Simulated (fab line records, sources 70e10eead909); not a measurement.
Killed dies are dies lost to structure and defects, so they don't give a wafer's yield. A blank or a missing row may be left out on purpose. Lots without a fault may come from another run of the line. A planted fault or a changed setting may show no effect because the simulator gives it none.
Problem report in the 8D (eight disciplines) form, filled by code | flow nand_harc | the parts of the form that need people (team, actions taken, sign-off) are left out

1. THE PROBLEM
killed_at_periphery at NHARC_END_SORT_01 reads a mean of 632 on 1 wafer of 1 lot; wafers without a fault read 4 with a standard deviation of 3.1. That is +99 or more standard deviations from the usual mean.
First seen on wafer L667.4, day 27 11:44, on prober-02. The record holds 6 wafers of 2 lots with a number at this step. Rule for "out", or "out of limits": more than 4 standard deviations from the usual mean. The other wafers with a number count as sound.

2. WHAT IT IS AND WHAT IT IS NOT
question                    | is                                                     | is not
which readings at this step | killed_at_periphery, defect_limited_yield, killed_dies | killed_at_array, killed_at_other, killed_open
which lots                  | L667                                                   | L675
which wafers of those lots  | L667.4                                                 | L667.2, L667.6
read on which gauges        | prober-02                                              | prober-01
when                        | from day 27 11:44                                      | up to then (1 sound wafer); but 4 sound wafers of L667, L675 came after

3. SUSPECTS, AND WHAT RULES EACH OUT
Counting: a tool at a process step up to the reading stays a suspect if it ran every lot that is out. Sound lots after the first of them don't rule it out here, since some wafers of a struck lot are sound.
- the gauge at NHARC_END_SORT_01: kept. All the wafers that are out were read on prober-02, and no step on other tools shows them out.
- pecvd-04 at NHARC_P_M2_DEP_00 (deposits SiOC, target thk 182.5 nm): kept. It ran the lot that is out, L667 (day 8 18:10).
- rie_diel-11 at NHARC_THIN_TSV_DESCUM_35 (chemistry O2, time 3 s): kept. It ran the lot that is out, L667 (day 27 00:27).
- rie_metal-01 at NHARC_THIN_TSV_ETCH_36 (etches the open film in Cl2/BCl3, target depth 65 nm, time 18.571 s): kept. It ran the lot that is out, L667 (day 27 00:50).
Left after counting: pecvd-04 at NHARC_P_M2_DEP_00, rie_diel-11 at NHARC_THIN_TSV_DESCUM_35, rie_metal-01 at NHARC_THIN_TSV_ETCH_36, prober-02 at NHARC_END_SORT_01.

4. THE CAUSE (what the simulator had put in)
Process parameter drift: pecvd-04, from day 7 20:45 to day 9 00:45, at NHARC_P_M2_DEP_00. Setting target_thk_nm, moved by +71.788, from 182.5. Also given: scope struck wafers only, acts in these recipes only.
Counting left 4 suspects, and this tool is among them.

5. THE CHAIN OF EFFECTS, in route order
Each row: a reading whose mean over the struck wafers that have a number lies more than 3 standard deviations from the usual. Only readings for which the record gives a usual standard deviation are gone through. hours: the time from each lot's start at the first step in this table that gives one to its start at this step, as a median over the lots. sigmas: the change in usual standard deviations.
hours | step              | reading              | usual  | on struck wafers | change | sigmas
0     | NHARC_END_SORT_01 | defect_limited_yield | 90.7 % | 0.0              | -90.7  | -30
0     | NHARC_END_SORT_01 | killed_at_periphery  | 4      | 632              | +628   | +99 or more
0     | NHARC_END_SORT_01 | killed_dies          | 63     | 677              | +614   | +31
0     | NHARC_END_SORT_01 | killed_short         | 2.4    | 7.0              | +4.6   | +3.1

6. WHAT WOULD HAVE CAUGHT IT SOONER
In this record the first reading out of limits at a measuring or inspecting step was taken at day 27 11:44, 471 hours after the fault began at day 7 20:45.
Of the tool readings at NHARC_P_M2_DEP_00 for which the record gives a usual standard deviation, none was out on any struck wafer, so an alarm limit of 4 standard deviations on them would not have fired.
All the lots that are out (1) had begun NHARC_P_M2_DEP_00 on pecvd-04 by day 27 11:44. A hold on the tool at that time would have spared none of them.
